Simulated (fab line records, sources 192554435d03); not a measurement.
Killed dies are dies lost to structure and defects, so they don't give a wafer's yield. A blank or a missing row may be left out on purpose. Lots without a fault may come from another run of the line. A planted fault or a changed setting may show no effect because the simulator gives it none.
A struck lot beside a sound one | flow n5_finfet | 34 steps out of a route of 1938
Sound: wafers L137.2, L137.3, L137.5. Struck: wafers L148.2, L148.4, L148.6. The cause comes at the end.
At each step with rows: each side's tool, then ch and its chambers, then its first start. Under that, the readings that differ: sound wafers | struck wafers | difference of the means | sigmas: that difference in standard deviations of wafers without a fault.
alike: readings whose means differ by less than 2 such deviations, and words and numbers that are the same on both sides. not compared: withheld readings, readings that some wafer has no value for, bounds like >300 that may hide the same value, and numbers for which the record gives no deviation and whose values overlap.
The two part at a step that has a row with sigmas, a row that says differs or no value, or rows on one side only. Numbers that don't overlap but have no deviation are shown without sigmas and don't part them. A reading that every wafer of one side lacks parts them only if that side has two wafers or more.

first, 10 steps without rows for these wafers: N5_BEOL_M10_STRIP_77 (strips in N2/H2, time 10 s); N5_BEOL_M10_HM_STRIP_39 (strips TiN in peroxide tin strip, target depth 25 nm, time 158 s); N5_BEOL_M10_SRD_40 (time 30 s); N5_BEOL_M10_PRECLEAN_42 (cleans in residue remover, time 60 s); N5_BEOL_M10_SRD_43 (time 30 s); N5_BEOL_M10_CURE_72 (cures SiCOH lowk, time 120 s); N5_BEOL_M10_DEGAS_44 (time 60 s); N5_BEOL_M10_PRE_CLEAN_45 (time 30 s); N5_BEOL_M10_ALD_74 (deposits TaN, target thk 2 nm, pulse time 2 s, purge time 3 s); N5_BEOL_M10_SURFACE_TREAT_76.
N5_BEOL_M10_CVD_75: deposits Co from CCTBA/H2, target thk 2 nm, time 138.9 s.
  sound on cvd_co-01 ch 1,2, day 11 02:54; struck on cvd_co-01 ch 0,1,2, day 13 16:46
then, 22 steps without rows for these wafers: N5_BEOL_M10_SPUTTER_48 (material Cu, target thk 12 nm, time 2 s); N5_BEOL_M10_ECD_50 (material Cu, target thk 318 nm); N5_BEOL_M10_ANNEAL_51 (time 90 s); N5_BEOL_M10_CMP_52 (polishes, stops on SiCOH lowk, t overpolish 7 s, target thk 140 nm); N5_BEOL_M10_PRE_CLEAN_55 (time 15 s); N5_BEOL_M10_DEP_56 (deposits SiCN from 3MS/NH3, target thk 15 nm, time 26.5 s); N5_BEOL_M11_ILD_DEP_00 (deposits SiCOH lowk from DEMS/porogen, target thk 308.51 nm, time 58 s); N5_BEOL_M11_CURE_71 (cures SiCOH lowk, time 240 s); N5_BEOL_M11_PECVD_70 (deposits SiO2 from TEOS/O2, target thk 20 nm, time 22.7 s); N5_BEOL_M11_HM_DEP_02 (deposits TiN, target thk 20 nm); N5_BEOL_M11_COAT_59 (time 60 s, resist thk 100 nm); N5_BEOL_M11_COAT_60 (time 60 s, resist thk 30 nm); N5_BEOL_M11_COAT_05 (resist thk 90 nm); N5_BEOL_M11_EBR_07; N5_BEOL_M11_SOFTBAKE_06 (time 60 s); N5_BEOL_M11_EXPOSE_08 (exposes mask M11); N5_BEOL_M11_PEB_09 (peb time 60 s); N5_BEOL_M11_DEVELOP_10 (develop time 30 s); N5_BEOL_M11_DESCUM_16 (chemistry O2, time 7.9 s); N5_BEOL_M11_ETCH_61 (etches SiARC in CF4, target depth 39 nm, time 65 s); N5_BEOL_M11_ETCH_62 (etches SOC in N2/H2, target depth 110 nm, overetch 22 nm, time 165 s); N5_BEOL_M11_STRIP_68 (strips in N2/H2).
-- the record jumps here: 2 days lie between the struck wafers' starts before and after (it left off in module BEOL_M11 and takes up again in module PASSIVATION, whose first step shown is number 1936 of the route) --
N5_PASSIVATION_PROBE_49:
  sound on prober-02, day 13 06:23; struck on prober-01, day 15 20:26
  reading                  | sound          | struck         | difference | sigmas
  defect_limited_yield (%) | 92.0 92.7 92.5 | 84.7 88.2 86.9 | -5.8       | -4
  killed_at_M4_up          | 17 14 13       | 86 44 58       | +48        | +9
  killed_dies              | 94 86 88       | 180 139 155    | +69        | +4
  killed_on_rim            | 10 9 11        | 26 29 32       | +19        | +5
  sort_bin_5_function (%)  | 5.1 3.8 4.0    | 8.8 7.8 7.5    | +3.7       | +4
  sort_n_pass              | 1086 1094 1092 | 1000 1041 1025 | -69        | -4
  sort_yield_pct (%)       | 92.0 92.7 92.5 | 84.7 88.2 86.9 | -5.8       | -4
  alike: killed_at_M0_to_M3, killed_at_contacts, killed_at_front_end, killed_at_other, killed_open, killed_short, sort_bin_4_leakage, sort_bin_6_memory

WHERE THEY PART
Only at N5_PASSIVATION_PROBE_49, within this record.

WHY: what the simulator had put in
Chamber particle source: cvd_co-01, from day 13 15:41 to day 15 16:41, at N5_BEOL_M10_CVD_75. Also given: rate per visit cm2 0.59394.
